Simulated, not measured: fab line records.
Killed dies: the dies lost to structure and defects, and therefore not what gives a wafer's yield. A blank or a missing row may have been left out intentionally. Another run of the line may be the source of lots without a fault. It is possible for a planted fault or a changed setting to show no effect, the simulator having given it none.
Chamber matching + flow nand harc + ald hk-01 running NHARC_A_CHANNEL_FILL_D1_ALD_25: 4 sister chambers
The step deposits SiOx, target thk 60 nm, pulse time 10 s, ald cycles 600. 8 wafers are shown with their chamber, then 10 later ones without.

## WAFERS PAIRED WITH THEIR CHAMBERS
| wafer  | chamber | heater power w (W) | precursor pulse height rel |
|--------|---------|--------------------|----------------------------|
| L076.1 | 3       | 390                | 1.000                      |
| L083.4 | 2       | 483                | 0.965                      |
| L083.5 | 2       | 487                | 0.981                      |
| L084.3 | 0       | 442                | 1.016                      |
| L084.4 | 1       | 510                | 1.028                      |
| L084.6 | 1       | 509                | 1.006                      |
| L086.2 | 3       | 388                | 0.984                      |
| L086.4 | 0       | 432                | 0.987                      |

## WAFERS MISSING THEIR CHAMBER
| wafer  | heater power w (W) | precursor pulse height rel |
|--------|--------------------|----------------------------|
| L086.5 | 375                | 0.986                      |
| L091.2 | 453                | 1.024                      |
| L091.3 | 486                | 1.024                      |
| L091.5 | 458                | 0.983                      |
| L092.3 | 491                | 1.010                      |
| L092.5 | 504                | 1.006                      |
| L092.6 | 488                | 1.004                      |
| L097.2 | 511                | 0.992                      |
| L097.3 | 385                | 0.972                      |
| L097.5 | 513                | 1.025                      |

## CHAMBER TAKEN BY EACH
| wafer  | from the rows above     | in truth |
|--------|-------------------------|----------|
| L086.5 | 3                       | 3        |
| L091.2 | 0                       | 0        |
| L091.3 | 2                       | 2        |
| L091.5 | can't be placed: 0 or 2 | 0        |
| L092.3 | can't be placed: 2 or 1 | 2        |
| L092.5 | 1                       | 1        |
| L092.6 | 2                       | 2        |
| L097.2 | 1                       | 1        |
| L097.3 | 3                       | 3        |
| L097.5 | 1                       | 1        |
Correct placement for 8 of the 10. Unplaceable from these rows: 2, with the true chamber sitting among the candidates in 2. Placed wrongly: 0.
How it was worked out, from the rows above alone: a wafer's distance from a chamber is the root of the sum, over the readings, of the square of ((its reading less the chamber's mean) divided by the reading's scatter). The wafer belongs to the nearest chamber; if the next one is less than 2 further off, it can't be placed. The mean given for a chamber averages the wafers shown for that chamber. The scatter: take each reading less its chamber's mean, square it, sum over the shown wafers, divide by the number of wafers less the number of chambers, and take the root.
